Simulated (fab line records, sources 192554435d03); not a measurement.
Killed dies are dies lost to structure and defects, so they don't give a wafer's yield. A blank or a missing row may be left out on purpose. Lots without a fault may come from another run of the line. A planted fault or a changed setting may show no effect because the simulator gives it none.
Chamber matching | flow n5_finfet | N5_BEOL_M0_CO_CAP_123 on cvd_co-02: 3 sister chambers
The step material Co, precursor CCTBA/H2, target thk 2 nm, time 102.1 s. 3 wafers are shown with their chamber, then 7 later ones without.

WAFERS WITH THEIR CHAMBER
wafer  | chamber | heater_power_w (W)
L648.2 | 0       | 246
L655.1 | 2       | 247
L655.3 | 1       | 255

WAFERS WITHOUT THEIR CHAMBER
wafer  | heater_power_w (W)
L655.6 | 251
L658.1 | 254
L658.3 | 258
L658.5 | 256
L663.1 | 248
L663.4 | 250
L663.5 | 249

WHICH CHAMBER EACH WENT THROUGH
wafer  | from the rows above          | in truth
L655.6 | can't be placed: 1 or 2 or 0 | 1
L658.1 | 1                            | 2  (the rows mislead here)
L658.3 | 1                            | 1
L658.5 | 1                            | 1
L663.1 | can't be placed: 2 or 0      | 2
L663.4 | can't be placed: 2 or 0 or 1 | 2
L663.5 | can't be placed: 2 or 0 or 1 | 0
Placed correctly: 2 of 7. Can't be placed from these rows: 4 (the true chamber is among the candidates in 4). Placed wrongly: 1.
How it was worked out, from the rows above alone: a wafer's distance from a chamber is the root of the sum, over the readings, of the square of ((its reading less the chamber's mean) divided by the reading's scatter). The wafer belongs to the nearest chamber; if the next one is less than 2 further off, it can't be placed. A chamber's mean is the mean of its shown wafers. The scatter: with one shown wafer a chamber, the root of the mean of the squares of how far each hidden wafer lies from its nearest shown one.
